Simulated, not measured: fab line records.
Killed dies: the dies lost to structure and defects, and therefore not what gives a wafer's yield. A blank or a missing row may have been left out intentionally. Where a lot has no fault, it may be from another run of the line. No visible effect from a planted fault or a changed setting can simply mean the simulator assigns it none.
Which tool did it? -- flow nand harc -- 18 wafers from 6 lots sampled at 2 of the route's 1159 steps

## WHAT EACH GAUGE READ, for each wafer
NHARC_HYBRID_BOND_OVL_MEAS_05.
lot,measured,on,overlay x nm (nm)
L620,day 19 18:52,overlay-01,5 16 5
L624,day 20 00:55,overlay-01,-2 30 5
L627,day 21 02:25,overlay-01,44 -3 37
L631,day 22 09:58,overlay-01,-12 -7 32
L630,day 22 18:43,overlay-02,-1 -16 -19
L632,day 23 18:52,overlay-02,15 -15 -42

## TOOL THAT RAN EACH LOT (tool first, then ch and the chambers of the sampled wafers, then the start)
lot,NHARC_A_BONDPAD_PVD_17
L620,"pvd sputter-03, day 19 18:52 or earlier"
L624,"pvd sputter-01, day 20 00:55 or earlier"
L627,"pvd sputter-02, day 21 02:25 or earlier"
L631,"pvd sputter-03, day 22 09:58 or earlier"
L630,"pvd sputter-01, day 22 18:43 or earlier"
L632,"pvd sputter-02, day 23 18:52 or earlier"
- NHARC_A_BONDPAD_PVD_17: deposits TaN, target thk 5 nm, time 8.06 s.

## THE ANSWER, worked out from the rows above alone
Rule: the lots themselves supply what counts as usual. The widest of any qualifying gaps counts: lots, ordered by their means at a reading, are off when they make up no more than a third of the lots, leave a main group of 4 or more, and stand apart from it by 3 or more times the standard deviation of that group's means. A main group whose means are all the same, to the digits that the tables above print for the reading, isn't used. Also off: a lot with no number at a reading for which 4 or more lots have one. Where the step has rows for the other lots, those lots are counted as sound.
Nothing can be told from this: no lot is off at any reading shown.

## WHAT THE SIMULATOR PUT IN
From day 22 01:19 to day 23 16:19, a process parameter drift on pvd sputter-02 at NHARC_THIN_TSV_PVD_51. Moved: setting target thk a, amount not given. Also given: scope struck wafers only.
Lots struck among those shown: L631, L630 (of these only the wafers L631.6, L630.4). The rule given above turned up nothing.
